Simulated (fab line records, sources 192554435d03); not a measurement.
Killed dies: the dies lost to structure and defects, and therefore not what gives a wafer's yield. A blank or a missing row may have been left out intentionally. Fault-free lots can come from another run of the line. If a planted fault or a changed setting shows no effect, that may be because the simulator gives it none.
fab line records + flow n5_finfet
record:
- lots: 5
- wafers: 14
- last_day: 17
route steps=1938 shown BEOL_M4@1071 PASSIVATION@1936
lots untouched by any fault: they come from a run of this same line in which no faults occurred
start_h: the number of hours between the record's first day and the start of the first shown wafer of the lot + wait_h: hours from the lot's prior step to this one + " repeats the value in the row above + L1.1+2: a single row standing in for several wafers + - no value, or no start was given + * or withheld: withheld + < > ~ a bound
route shown NAME@n: a module of which the file shows steps, and the number in the route of the first + usual: mean/standard deviation of fault-free wafers + same: alike in all rows + chamber/n: place in a boat + sites: per-site readings + _std_site: how widely they spread, as a standard deviation + _edge_site: mean of outer sites minus mean of inner sites + radius_mm: how far each site lies from the wafer's centre + mask NAME#n: copy n + behind: tool/chamber where the wafer was last shaped + hold: why the lot was held/for how many hours/how that ended + device: which transistor (n, p or np) failed to switch + end of line: tests of these same wafers at the route's end + step lacking rows: just its recipe + killed: at the first sort, the dies lost to defects and structure; wafer yield is something else + map: shows each die of a wafer: x if killed, . if not, _ if none is there
set.NAME: the setting that was run; set.NAME@STEP: the one run at that earlier step + model.NAME: the simulator's own value behind a step, which no gauge read
a table for each step, a row for each wafer; lots at some steps of the route
services: a tool's chamber out of use, with start hour (start_h, from the record's first day; less than 0 if before it), hours out, and reason
== steps ==
step: N5_BEOL_M4_ETCH_41
recipe:
- chemistry: CH3F/O2
- target: SiCN
- target_depth_a: 299
- taper_deg: 2
- time_s: 52.5
- ion_energy_ev: 120
- mask_material: TiN
- pressure_mtorr: 30
- source_w: 395
- bias_w: 75
- Ar_flow_sccm: 150
- CH3F_flow_sccm: 30
- O2_flow_sccm: 20
usual:
- chamber_pressure_mTorr: 29.997/0.028
- drypump_motor_current_A: 5.6/0.37
- oes_product_au: 0.79/0.086
- rf_vpp_V: 296.8/1.4
- showerhead_plenum_p_Torr: 1.98/0.06
- throttle_valve_pct: 16.23/0.24
| lot.wafer | tool        | chamber | start_h | wait_h | chamber_pressure_mTorr | drypump_motor_current_A | oes_product_au | rf_hours_counter_h | rf_vpp_V | showerhead_plenum_p_Torr | throttle_valve_pct |
|-----------|-------------|---------|---------|--------|------------------------|-------------------------|----------------|--------------------|----------|--------------------------|--------------------|
| L857.1    | rie_diel-01 | 1       | -       | -      | 29.968                 | 5.8                     | 0.84           | 64                 | 297.8    | 2.04                     | 15.89              |
| L857.3    | "           | 0       | "       | "      | 30.007                 | 5.7                     | 0.74           | 215                | 294.9    | 1.89                     | 16.31              |
| L857.4    | "           | 2       | "       | "      | 29.977                 | 5.9                     | 0.93           | 11                 | 294.5    | 1.99                     | 16.13              |
| L860.4    | rie_diel-04 | 2       | -       | -      | 30.015                 | 5.5                     | 0.81           | 63                 | 296.5    | 1.94                     | 15.98              |
| L860.5    | "           | 2       | "       | "      | 29.981                 | 5.5                     | 0.82           | -                  | 295.3    | 1.94                     | 15.99              |
| L860.6    | "           | 3       | "       | "      | 30.061                 | 4.9                     | 0.75           | -                  | 297.2    | 1.91                     | 16.41              |
| L866.3    | rie_diel-01 | 0       | -       | -      | 30.015                 | 5.8                     | 0.73           | 226                | 294.6    | 1.88                     | 16.34              |
| L866.4    | "           | 2       | "       | "      | 30.040                 | 5.9                     | 0.90           | 22                 | 296.7    | 1.98                     | 16.16              |
| L866.6    | "           | 0       | "       | "      | 29.999                 | 5.7                     | 0.72           | -                  | 295.6    | 1.88                     | 16.33              |
| L874.1    | rie_diel-01 | 0       | -       | -      | 29.998                 | 5.8                     | 0.70           | 240                | 292.9    | 1.88                     | 16.35              |
| L874.3    | "           | 3       | "       | "      | 30.032                 | 5.3                     | 0.67           | 214                | 297.7    | 2.08                     | 16.47              |
| L879.4    | rie_diel-04 | 3       | -       | -      | 30.009                 | 4.9                     | 0.73           | 203                | 295.8    | 1.90                     | 16.47              |
| L879.5    | "           | 0       | "       | "      | 30.020                 | 6.1                     | 0.96           | -                  | 297.5    | 1.94                     | 15.98              |
| L879.6    | "           | 3       | "       | "      | 30.020                 | 4.9                     | 0.72           | -                  | 296.1    | 1.90                     | 16.46              |
step: N5_BEOL_M4_STRIP_97
recipe:
- chemistry: N2/H2
- time_s: 10
- power_w: 450
- temp_c: 40
- pressure_mtorr: 20
- rf_frequency_hz: 6e+07
- bias_power_w: 7
- n2_flow_sccm: 200
- h2_flow_sccm: 200
usual:
- chamber_pressure_mTorr: 20.001/0.017
- drypump_motor_current_A: 5.6/0.37
- oes_product_au: 0.80/0.09
- rf_vpp_V: 59.1/0.92
- showerhead_plenum_p_Torr: 2.51/0.066
- throttle_valve_pct: 23.38/0.28
| lot.wafer | tool        | chamber | start_h | wait_h | chamber_pressure_mTorr | drypump_motor_current_A | oes_product_au | rf_hours_counter_h | rf_vpp_V | showerhead_plenum_p_Torr | throttle_valve_pct |
|-----------|-------------|---------|---------|--------|------------------------|-------------------------|----------------|--------------------|----------|--------------------------|--------------------|
| L857.1    | rie_diel-01 | 1       | -       | -      | 20.010                 | 5.7                     | 0.85           | 64                 | 59.7     | 2.57                     | 22.99              |
| L857.3    | "           | 0       | "       | "      | 20.008                 | 5.7                     | 0.72           | 215                | 57.9     | 2.40                     | 23.28              |
| L857.4    | "           | 2       | "       | "      | 20.031                 | 5.9                     | 0.94           | 11                 | 60.8     | 2.50                     | 23.41              |
| L860.4    | rie_diel-04 | 2       | -       | -      | 19.992                 | 5.5                     | 0.83           | 63                 | 60.7     | 2.45                     | 22.86              |
| L860.5    | "           | 2       | "       | "      | 20.021                 | 5.5                     | 0.83           | -                  | 57.1     | 2.45                     | 22.84              |
| L860.6    | "           | 3       | "       | "      | 20.004                 | 4.9                     | 0.76           | -                  | 56.8     | 2.45                     | 23.78              |
| L866.3    | rie_diel-01 | 0       | -       | -      | 20.005                 | 5.7                     | 0.71           | 226                | 59.5     | 2.40                     | 23.29              |
| L866.4    | "           | 2       | "       | "      | 20.004                 | 5.9                     | 0.92           | 22                 | 59.5     | 2.50                     | 23.43              |
| L866.6    | "           | 0       | "       | "      | 20.006                 | 5.7                     | 0.71           | -                  | 57.8     | 2.40                     | 23.28              |
| L874.1    | rie_diel-01 | 0       | -       | -      | 19.990                 | 5.7                     | 0.70           | 240                | 58.2     | 2.39                     | 23.30              |
| L874.3    | "           | 3       | "       | "      | 19.973                 | 5.3                     | 0.68           | 214                | 60.0     | 2.61                     | 23.53              |
| L879.4    | rie_diel-04 | 3       | -       | -      | 20.024                 | 5.0                     | 0.73           | 204                | 58.0     | 2.43                     | 23.82              |
| L879.5    | "           | 0       | "       | "      | 20.004                 | 6.1                     | 0.95           | -                  | 58.4     | 2.46                     | 23.06              |
| L879.6    | "           | 3       | "       | "      | 20.009                 | 4.9                     | 0.73           | -                  | 58.7     | 2.44                     | 23.82              |
step: N5_BEOL_M4_OCD_MEAS_38
usual:
- trench_depth_nm: 55.6/1.1
| lot.wafer | tool   | chamber | start_h | wait_h | trench_depth_nm |
|-----------|--------|---------|---------|--------|-----------------|
| L857.1    | ocd-01 | -       | 187.34  | -      | 57.5            |
| L857.3    | "      | -       | "       | "      | 57.2            |
| L857.4    | "      | -       | "       | "      | 56.9            |
| L860.4    | ocd-02 | -       | 195.09  | -      | 56.1            |
| L860.5    | "      | -       | "       | "      | 55.4            |
| L860.6    | "      | -       | "       | "      | 52.7            |
| L866.3    | ocd-02 | -       | 221.56  | -      | 56.2            |
| L866.4    | "      | -       | "       | "      | 53.9            |
| L866.6    | "      | -       | "       | "      | 56.1            |
| L874.1    | ocd-02 | -       | 268.23  | -      | 55.5            |
| L874.3    | "      | -       | "       | "      | 54.7            |
| L879.4    | ocd-02 | -       | 310.83  | -      | 54.3            |
| L879.5    | "      | -       | "       | "      | 55.6            |
| L879.6    | "      | -       | "       | "      | 53.6            |
step: N5_BEOL_M4_HM_STRIP_39
recipe:
- chemistry: peroxide_tin_strip
- material: TiN
- target_depth_a: 250
- temp_c: 50
- time_s: 158
step: N5_BEOL_M4_SRD_40
recipe:
- time_s: 30
- temp_c: 23
- rinse_liquid: diw
- dry: ipa_marangoni
step: N5_BEOL_M4_PRECLEAN_42
recipe:
- chemistry: residue_remover
- time_s: 60
- temp_c: 40
step: N5_BEOL_M4_SRD_43
recipe:
- time_s: 30
- temp_c: 23
- rinse_liquid: diw
- dry: ipa_marangoni
step: N5_BEOL_M4_CD_MEAS_35
recipe:
- target_cd_nm: 18
- target_cd_y_nm: 22.4
- polarity: opening
usual:
- cd_nm: 18.0/0.43
| lot.wafer | tool      | chamber | start_h | wait_h | cd_nm |
|-----------|-----------|---------|---------|--------|-------|
| L857.1    | cd_sem-02 | -       | 187.50  | 0.0    | 17.8  |
| L857.3    | "         | -       | "       | "      | 18.4  |
| L857.4    | "         | -       | "       | "      | 18.4  |
| L860.4    | cd_sem-01 | -       | 195.24  | 0.0    | 17.8  |
| L860.5    | "         | -       | "       | "      | 17.8  |
| L860.6    | "         | -       | "       | "      | 18.7  |
| L866.3    | cd_sem-03 | -       | 221.73  | 0.0    | 18.6  |
| L866.4    | "         | -       | "       | "      | 18.1  |
| L866.6    | "         | -       | "       | "      | 18.8  |
| L874.1    | cd_sem-03 | -       | 268.39  | 0.0    | 18.4  |
| L874.3    | "         | -       | "       | "      | 17.8  |
| L879.4    | cd_sem-02 | -       | 310.99  | 0.0    | 17.5  |
| L879.5    | "         | -       | "       | "      | 18.5  |
| L879.6    | "         | -       | "       | "      | 18.2  |
step: N5_BEOL_M4_DEGAS_44
recipe:
- ambient: vacuum
- temp_c: 250
- time_s: 60
usual:
- heater_power_w: 330/40
| lot.wafer | tool           | chamber | start_h | wait_h | heater_power_w |
|-----------|----------------|---------|---------|--------|----------------|
| L857.1    | pvd_sputter-03 | -       | 188.05  | 0.6    | 400            |
| L857.3    | "              | -       | "       | "      | 334            |
| L857.4    | "              | -       | "       | "      | 371            |
| L860.4    | pvd_sputter-02 | -       | 195.58  | 0.3    | 287            |
| L860.5    | "              | -       | "       | "      | 322            |
| L860.6    | "              | -       | "       | "      | 290            |
| L866.3    | pvd_sputter-02 | -       | 221.91  | 0.2    | 344            |
| L866.4    | "              | -       | "       | "      | 288            |
| L866.6    | "              | -       | "       | "      | 324            |
| L874.1    | pvd_sputter-03 | -       | 268.61  | 0.2    | 402            |
| L874.3    | "              | -       | "       | "      | 347            |
| L879.4    | pvd_sputter-03 | -       | 311.14  | 0.1    | 369            |
| L879.5    | "              | -       | "       | "      | 329            |
| L879.6    | "              | -       | "       | "      | 346            |
step: N5_BEOL_M4_PRE_CLEAN_45
recipe:
- gas: H2/He
- time_s: 30
- temp_c: 250
step: N5_BEOL_M4_ALD_84
recipe:
- material: TaN
- target_thk_a: *
- temp_c: 275
- ald_precursor_family: PDMAT
- ald_co_reactant: NH3
- pressure_torr: 3
- carrier_flow_sccm: 1500
- pulse_time_s: 2
- purge_time_s: 3
- co_reactant_purge_time_s: 2
- co_reactant_pulse_time_s: 3
- ald_cycles: 30
- precursor_vessel_temp_c: 75
- precursor_vessel_pressure_torr: 26.25
- precursor_vessel_carrier_sccm: 1000
usual:
- heater_power_w: 409/43
- precursor_vessel_carrier_sccm: 999.6/2.9
- precursor_vessel_temp_c: 74.98/0.13
| lot.wafer | tool         | chamber | start_h | wait_h | heater_power_w | precursor_vessel_carrier_sccm | precursor_vessel_temp_c |
|-----------|--------------|---------|---------|--------|----------------|-------------------------------|-------------------------|
| L857.1    | ald_metal-01 | 3       | 188.15  | 0.0    | 379            | 999.8                         | 75.12                   |
| L857.3    | "            | 0       | "       | "      | 460            | 996.5                         | 74.94                   |
| L857.4    | "            | 1       | "       | "      | 344            | 1004.2                        | 74.93                   |
| L860.4    | ald_metal-04 | 3       | 195.69  | 0.1    | 377            | 999.8                         | 74.95                   |
| L860.5    | "            | 3       | "       | "      | 389            | 992.0                         | 74.82                   |
| L860.6    | "            | 0       | "       | "      | 380            | 1001.8                        | 75.14                   |
| L866.3    | ald_metal-03 | 1       | 222.01  | 0.0    | 421            | 1001.3                        | 75.01                   |
| L866.4    | "            | 3       | "       | "      | 505            | 999.4                         | 75.07                   |
| L866.6    | "            | 1       | "       | "      | 413            | 1004.1                        | 74.85                   |
| L874.1    | ald_metal-03 | 3       | 268.71  | 0.0    | 497            | 1003.1                        | 74.93                   |
| L874.3    | "            | 0       | "       | "      | 402            | 994.8                         | 74.86                   |
| L879.4    | ald_metal-01 | 2       | 311.31  | 0.1    | 432            | 1001.6                        | 74.98                   |
| L879.5    | "            | 3       | "       | "      | 378            | 996.9                         | 74.99                   |
| L879.6    | "            | 2       | "       | "      | 423            | 1001.2                        | 74.96                   |
step: N5_BEOL_M4_SURFACE_TREAT_85
recipe:
- gas: Ar
- time_s: *
- ion_energy_ev: *
- ion_current_ma_cm2: 0.5
- pressure_mtorr: *
- ar_flow_sccm: 30
step: N5_BEOL_M4_CVD_47
recipe:
- material: Co
- target_thk_a: 30
- temp_c: withheld
- precursor: CCTBA/H2
- pressure_torr: 30
- time_s: 223.8
usual:
- run_length_s: 246.7/0.39
| lot.wafer | tool      | chamber | start_h | wait_h | run_length_s |
|-----------|-----------|---------|---------|--------|--------------|
| L857.1    | cvd_co-02 | 0       | 188.54  | 0.1    | 246.4        |
| L857.3    | "         | 2       | "       | "      | 246.4        |
| L857.4    | "         | 2       | "       | "      | 246.3        |
| L860.4    | cvd_co-02 | 1       | 196.05  | 0.1    | 247.4        |
| L860.5    | "         | 2       | "       | "      | 246.2        |
| L860.6    | "         | 0       | "       | "      | 246.5        |
| L866.3    | cvd_co-02 | 2       | 222.39  | 0.1    | 246.1        |
| L866.4    | "         | 0       | "       | "      | 247.5        |
| L866.6    | "         | 1       | "       | "      | 247.1        |
| L874.1    | cvd_co-02 | 1       | 269.02  | 0.1    | 247.2        |
| L874.3    | "         | 2       | "       | "      | 245.0        |
| L879.4    | cvd_co-01 | 1       | 311.85  | 0.1    | 246.7        |
| L879.5    | "         | 2       | "       | "      | 247.2        |
| L879.6    | "         | 0       | "       | "      | 246.1        |
step: N5_BEOL_M4_SPUTTER_48
recipe:
- material: Cu
- target_thk_a: 45
- temp_c: -20
- chamber_pressure_pa: 0.07
- power_w: withheld
- time_s: 8.29
usual:
- chuck_sensor_temp_C: -16.0/0.48
- substrate_temp_c: -20.00/0.11
- throttle_valve_pct: 30.4/0.81
| lot.wafer | tool           | chamber | start_h | wait_h | chuck_sensor_temp_C | substrate_temp_c | throttle_valve_pct |
|-----------|----------------|---------|---------|--------|---------------------|------------------|--------------------|
| L857.1    | pvd_sputter-03 | -       | 188.75  | 0.1    | -15.7               | -20.12           | 30.5               |
| L857.3    | "              | -       | "       | "      | -16.2               | -19.86           | 30.3               |
| L857.4    | "              | -       | "       | "      | -16.8               | -20.04           | 30.3               |
| L860.4    | pvd_sputter-01 | -       | 196.16  | 0.0    | -16.0               | -20.10           | 30.4               |
| L860.5    | "              | -       | "       | "      | -15.7               | -19.97           | 29.6               |
| L860.6    | "              | -       | "       | "      | -16.1               | -20.02           | 30.5               |
| L866.3    | pvd_sputter-03 | -       | 224.05  | 1.6    | -16.1               | -20.02           | 30.6               |
| L866.4    | "              | -       | "       | "      | -15.6               | -19.89           | 30.8               |
| L866.6    | "              | -       | "       | "      | -16.3               | -20.01           | 30.4               |
| L874.1    | pvd_sputter-03 | -       | 269.19  | 0.1    | -15.8               | -19.91           | 30.8               |
| L874.3    | "              | -       | "       | "      | -16.5               | -20.18           | 29.8               |
| L879.4    | pvd_sputter-03 | -       | 311.94  | 0.0    | -15.8               | -19.92           | 31.0               |
| L879.5    | "              | -       | "       | "      | -16.5               | -19.92           | 29.7               |
| L879.6    | "              | -       | "       | "      | -16.2               | -19.78           | 30.3               |
step: N5_BEOL_M4_RC_MEAS_101
usual:
- DIBL_N: 36.2/2
- DIBL_P: 36.1/2.4
- IOFF_N: 0.16/0.035
- IOFF_P: 0.22/0.041
- ION_N: 675/14
- ION_P: 465/8.6
- SS_N: 71.5/0.64
- SS_P: 73.2/0.76
- VT_N: 250/3.9
- VT_P: -249/3.4
| lot.wafer | tool      | chamber | start_h | wait_h | DIBL_N[mV/V] | DIBL_P[mV/V] | IOFF_N[nA/um] | IOFF_P[nA/um] | ION_N[uA/um] | ION_P[uA/um] | SS_N[mV/dec] | SS_P[mV/dec] | VT_N[mV] | VT_P[mV] |
|-----------|-----------|---------|---------|--------|--------------|--------------|---------------|---------------|--------------|--------------|--------------|--------------|----------|----------|
| L857.1    | prober-01 | 0       | 191.61  | 0.0    | 35.4         | 38.6         | 0.15          | 0.26          | 668          | 474          | 71.4         | 73.7         | 250      | -244     |
| L857.3    | "         | 0       | "       | "      | 35.7         | 37.8         | 0.16          | 0.25          | 668          | 467          | 71.7         | 73.4         | 252      | -247     |
| L857.4    | "         | 0       | "       | "      | 31.7         | 33.9         | 0.09          | 0.18          | 642          | 460          | 71.0         | 72.8         | 258      | -248     |
| L860.4    | prober-02 | 0       | 199.60  | 0.5    | 34.2         | 33.6         | 0.11          | 0.15          | 656          | 453          | 71.0         | 72.7         | 256      | -254     |
| L860.5    | "         | 0       | "       | "      | 31.8         | 32.2         | 0.08          | 0.14          | 638          | 450          | 70.5         | 72.5         | 260      | -257     |
| L860.6    | "         | 0       | "       | "      | 34.7         | 35.2         | 0.12          | 0.17          | 657          | 455          | 70.5         | 72.9         | 253      | -252     |
| L866.3    | prober-02 | 0       | 227.29  | 0.3    | 39.9         | 40.1         | 0.22          | 0.27          | 695          | 472          | 72.5         | 74.0         | 243      | -245     |
| L866.4    | "         | 0       | "       | "      | 35.2         | 33.3         | 0.12          | 0.15          | 671          | 460          | 71.5         | 73.3         | 252      | -253     |
| L866.6    | "         | 0       | "       | "      | 36.2         | 35.1         | 0.15          | 0.18          | 688          | 465          | 71.3         | 72.9         | 247      | -252     |
| L874.1    | prober-01 | 0       | 272.10  | 0.0    | 37.8         | 38.8         | 0.19          | 0.21          | 702          | 466          | 72.2         | 73.8         | 248      | -250     |
| L874.3    | "         | 0       | "       | "      | 34.4         | 37.1         | 0.13          | 0.19          | 667          | 464          | 71.2         | 73.7         | 253      | -252     |
| L879.4    | prober-01 | 0       | 315.28  | 0.5    | 33.0         | 33.1         | 0.11          | 0.15          | 665          | 453          | 70.3         | 72.6         | 258      | -256     |
| L879.5    | "         | 0       | "       | "      | 33.5         | 33.3         | 0.12          | 0.15          | 671          | 453          | 70.7         | 72.2         | 255      | -256     |
| L879.6    | "         | 0       | "       | "      | 34.9         | 34.8         | 0.13          | 0.17          | 675          | 459          | 71.2         | 73.0         | 254      | -254     |
step: N5_PASSIVATION_PROBE_49
usual:
- defect_limited_yield: 91.1/1.4
- killed_at_M0_to_M3: 36/9.9
- killed_at_M4_up: 13/5.8
- killed_at_contacts: 14/5.9
- killed_at_front_end: 39/11
- killed_at_other: 3.4/2.9
- killed_dies: 105/17
- killed_open: 70/13
- killed_short: 34/7.3
- sort_bin_5_function: 5.3/1
- sort_bin_6_memory: 3.3/0.62
- sort_bin_8_speed: 0.01/0.057
- sort_n_pass: 1075/17
- sort_yield_pct: 91.1/1.4
same:
- gross_dies: 1180
- killed_at_back_side: 0
- sort_bin_4_leakage[%]: 0
| lot.wafer | tool      | chamber | start_h | wait_h | defect_limited_yield[%] | killed_at_M0_to_M3 | killed_at_M4_up | killed_at_contacts | killed_at_front_end | killed_at_other | killed_dies | killed_open | killed_short | sort_bin_5_function[%] | sort_bin_6_memory[%] | sort_bin_8_speed[%] | sort_n_pass | sort_yield_pct[%] |
|-----------|-----------|---------|---------|--------|-------------------------|--------------------|-----------------|--------------------|---------------------|-----------------|-------------|-------------|--------------|------------------------|----------------------|---------------------|-------------|-------------------|
| L879.4    | prober-02 | -       | 414.24  | 0.2    | 89.5                    | 44                 | 8               | 14                 | 50                  | 8               | 124         | 80          | 44           | 5.7                    | 4.6                  | 0                   | 1056        | 89.5              |
| L879.5    | prober-02 | -       | 414.29  | 0.2    | 90.9                    | 28                 | 8               | 21                 | 47                  | 3               | 107         | 68          | 39           | 5.0                    | 4.1                  | 0                   | 1073        | 90.9              |
| L879.6    | prober-02 | -       | 414.34  | 0.3    | 92.5                    | 31                 | 6               | 9                  | 36                  | 6               | 88          | 56          | 32           | 4.2                    | 3.1                  | 0                   | 1092        | 92.5              |
killed by level:class
L879.4 MOL_CONTACT_COAG:geometric_particle:open=13 BEOL_M0_SAQP:geometric_particle:open=11 FIN_SAQP:geometric_particle:open=9 FIN_SAQP:geometric_particle:short=8 BEOL_M0:geometric_particle:open=8 BEOL_M0_SAQP:geometric_particle:short=7 BEOL_M2:geometric_particle:open=7 BEOL_M1:geometric_particle:open=6
L879.5 MOL_CONTACT_COAG:geometric_particle:open=14 FIN_SAQP:geometric_particle:open=9 FIN_SAQP:geometric_particle:short=7 BEOL_M0_SAQP:geometric_particle:short=7 MOL_CONTACT_COAG:geometric_particle:short=7 STI_FIN_REVEAL:geometric_particle:open=6 GATE_CUT:geometric_particle:open=5 GATE_CUT:geometric_particle:short=5
L879.6 STI_FIN_REVEAL:geometric_particle:open=12 BEOL_M0_SAQP:geometric_particle:short=9 BEOL_M0_SAQP:geometric_particle:open=9 MOL_CONTACT_COAG:geometric_particle:open=8 FIN_SAQP:geometric_particle:short=7 BEOL_M0:geometric_particle:open=5 PASS1_CAP:geometric_particle:open=4 FIN_SAQP:geometric_particle:open=3
== services ==
| tool           | chamber | start_h | hours | kind                          |
|----------------|---------|---------|-------|-------------------------------|
| pvd_sputter-01 | -       | 163.99  | 2.8   | repair                        |
| ald_metal-03   | -       | 175.90  | 0.4   | repair                        |
| cvd_co-02      | -       | 189.79  | 0.3   | repair                        |
| ald_metal-01   | 2       | 199.65  | 24.1  | repair                        |
| rie_diel-01    | 1       | 202.82  | 3.8   | repair                        |
| ald_metal-04   | -       | 209.16  | 4.3   | pm                            |
| cvd_co-02      | -       | 214.59  | 2.8   | pm                            |
| rie_diel-04    | 3       | 218.89  | 32.8  | repair                        |
| ald_metal-03   | 2       | 218.92  | 10.8  | repair                        |
| rie_diel-01    | -       | 236.60  | 0.2   | repair                        |
| rie_diel-04    | 0       | 251.90  | -     | clean                         |
| rie_diel-04    | 0       | 251.90  | -     | consumable_replace:focus_ring |
| rie_diel-04    | 0       | 251.90  | 31.1  | scheduled_down                |
| rie_diel-04    | 0       | 251.90  | 31.1  | vent_cycle                    |
| cvd_co-01      | -       | 265.04  | 2.8   | pm                            |
| ald_metal-04   | -       | 267.01  | 2.3   | repair                        |
| ald_metal-03   | 0       | 286.75  | 26.8  | repair                        |
| rie_diel-01    | 0       | 293.81  | -     | clean                         |
| rie_diel-01    | 0       | 293.81  | -     | consumable_replace:focus_ring |
| rie_diel-01    | 0       | 293.81  | -     | consumable_replace:showerhead |
| rie_diel-01    | 0       | 293.81  | 15.5  | scheduled_down                |
| rie_diel-01    | 0       | 293.81  | 15.5  | vent_cycle                    |
== key ==
first_sign:
- step: N5_BEOL_M4_CVD_47
- reading: run_length_s
- direction: down
- sigmas: 4.3
- usual: *
- struck: *
effect none on later readings
met_at N5_BEOL_M4_CVD_47
struck_wafers L874.3
onset_between 222.39 269.02
fault:
- kind: process_parameter_drift
- tool: cvd_co-02
- chamber: -
- onset_h: 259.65
- steps: N5_BEOL_M4_CVD_47
- channel: time_s
- offset: *
- shape: step
- end_h: 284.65
- scope: struck_wafers_only
- acts_in: *
- stated: *
